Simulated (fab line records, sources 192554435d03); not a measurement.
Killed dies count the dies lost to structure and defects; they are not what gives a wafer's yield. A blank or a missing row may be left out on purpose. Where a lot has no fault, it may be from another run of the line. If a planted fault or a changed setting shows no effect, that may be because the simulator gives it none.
Comparing a struck lot with a sound one | flow n5_finfet | 16 out of 1938 route steps
Sound: these wafers, L639.3, L639.5, L639.6. Wafers struck: L637.1, L637.2, L637.5. At the end, the cause is stated.
Each step with rows lists, per side, the tool, then ch with its chambers, then its first start. Under that, the readings that differ: sound wafers | struck wafers | difference of the means | sigmas: that difference in standard deviations of wafers without a fault.
alike: readings with means less than 2 such deviations apart, plus words and numbers identical on both sides. not compared: withheld readings, readings lacking a value on some wafer, bounds such as >300 that could conceal the same value, and numbers that have no deviation in the record and whose values overlap.
A row with sigmas, a row that says differs or no value, or rows on one side alone: a step with any of these is where the two part. When numbers do not overlap yet have no deviation, they are printed without sigmas and do not part them. A reading that every wafer of one side lacks parts them only if that side has two wafers or more.

first, 1 step without rows for these wafers: N5_GATE_CUT_ETCH_36 (etches SiARC in CF4, target depth 13 nm, time 21.7 s).
N5_GATE_CUT_ETCH_37: etches SOC in N2/H2, target depth 60 nm, overetch 12 nm, time 90 s.
  sound on rie_diel-02 ch 2,3, day 10 01:09; struck on rie_diel-04 ch 0,1,2, day 9 13:53
  alike: bias_w, chamber_pressure_mTorr, drypump_motor_current_A, oes_product_au, rf_vpp_V, showerhead_plenum_p_Torr, throttle_valve_pct
  not compared: rf_hours_counter_h
then, 4 steps without rows for these wafers: N5_GATE_CUT_STRIP_38 (strips in N2/H2); N5_GATE_CUT_STRIP_39 (strips in N2/H2); N5_GATE_CUT_HM_OPEN_40 (chemistry C4F6/O2, target SiO2, target depth 139 nm, time 85.1 s); N5_GATE_CUT_STRIP_41 (strips in CF4).
N5_GATE_CUT_STRIP_42: strips in O2.
  sound on rie_diel-02 ch 2,3, day 10 01:19; struck on rie_diel-04 ch 0,1,2, day 9 14:04
  alike: drypump_motor_current_A, oes_product_au, rf_vpp_V, showerhead_plenum_p_Torr, throttle_valve_pct
  not compared: rf_hours_counter_h
N5_GATE_CUT_ETCH_19: etches SiNx in CH3F/O2, target depth 53.7 nm, time 76.7 s.
  sound on rie_diel-02 ch 2,3, day 10 01:21; struck on rie_diel-04 ch 0,1,2, day 9 14:06
  alike: CH3F_flow_sccm, O2_flow_sccm, drypump_motor_current_A, etch_rf_on_time_s, mfc_ar_sccm, oes_product_au, rf_vpp_V, showerhead_plenum_p_Torr, throttle_valve_pct
  not compared: rf_hours_counter_h
N5_GATE_CUT_CUT_ETCH_53: etches W in SF6/Cl2, target depth 79.2 nm.
  sound on rie_metal-01 ch 0,1, day 10 01:29; struck on rie_metal-02 ch 0, day 9 14:12
  reading               | sound          | struck         | difference | sigmas
  etch_rf_on_time_s (s) | 23.8 26.8 23.6 | 27.1 27.2 27.3 | +2.5       | +2
  oes_product_au (a.u.) | 0.86 0.79 0.86 | 0.54 0.54 0.54 | -0.30      | -2
  alike: SF6_flow_sccm, bias_w, drypump_motor_current_A, he_backside_leak_sccm, throttle_valve_pct
  not compared: rf_hours_counter_h
then, 2 steps without rows for these wafers: N5_GATE_CUT_CUT_ETCH_54 (etches TiN in Cl2/BCl3, target depth 96.7 nm); N5_GATE_CUT_CUT_ETCH_55 (etches HfO2 in BCl3, target depth 3.2 nm).
N5_GATE_CUT_ETCH_47: etches SiO2 in Cl2/BCl3, target depth 10 nm.
  sound on rie_metal-01 ch 0,1, day 10 01:37; struck on rie_metal-02 ch 0, day 9 14:30
  reading               | sound          | struck         | difference | sigmas
  oes_product_au (a.u.) | 0.92 0.88 0.91 | 0.61 0.61 0.61 | -0.29      | -2
  alike: bcl3_flow_sccm, bias_w, drypump_motor_current_A, he_backside_leak_sccm, mfc_ar_sccm, throttle_valve_pct
  not compared: rf_hours_counter_h
N5_GATE_CUT_VAPOR_ETCH_48: etches TiN in BCl3/Cl2.
  sound on rie_metal-01 ch 0,1, day 10 01:39; struck on rie_metal-02 ch 0, day 9 14:34
  no value came back on the struck wafers for drypump_motor_current_A (A), he_backside_leak_sccm (sccm), oes_product_au (a.u.); on the sound wafers drypump_motor_current_A (A) reads 5.6 5.5 5.6
then, 1 step without rows for these wafers: N5_GATE_CUT_VAPOR_ETCH_49 (etches TiAlC in BCl3/Cl2).
-- record jumps: 4 days separate the struck wafers' starts on either side; left off in module GATE_CUT, taken up again in module BEOL_M4, whose first shown step is the route's number 1111 --
N5_BEOL_M4_RC_MEAS_101:
  sound on prober-02 ch 0, day 14 08:01; struck on prober-01 ch 0, day 13 13:47
  reading       | sound          | struck         | difference | sigmas
  SS_N (mV/dec) | 71.6 74.0 72.0 | 71.0 71.2 70.9 | -1.5       | -2
  alike: DIBL_N, DIBL_P, IOFF_N, IOFF_P, ION_N, ION_P, SS_P, VT_N, VT_P
-- the record jumps here: 4 days lie between the struck wafers' starts before and after (it left off in module BEOL_M4 and takes up again in module PASSIVATION, whose first step shown is number 1936 of the route) --
N5_PASSIVATION_PROBE_49:
  the record has rows for the struck wafers here (prober-02, day 17 20:25) and none for the sound ones

## WHERE THEY PART
First at N5_GATE_CUT_CUT_ETCH_53; last, within this record, at N5_PASSIVATION_PROBE_49.

WHY: what had been put in by the simulator
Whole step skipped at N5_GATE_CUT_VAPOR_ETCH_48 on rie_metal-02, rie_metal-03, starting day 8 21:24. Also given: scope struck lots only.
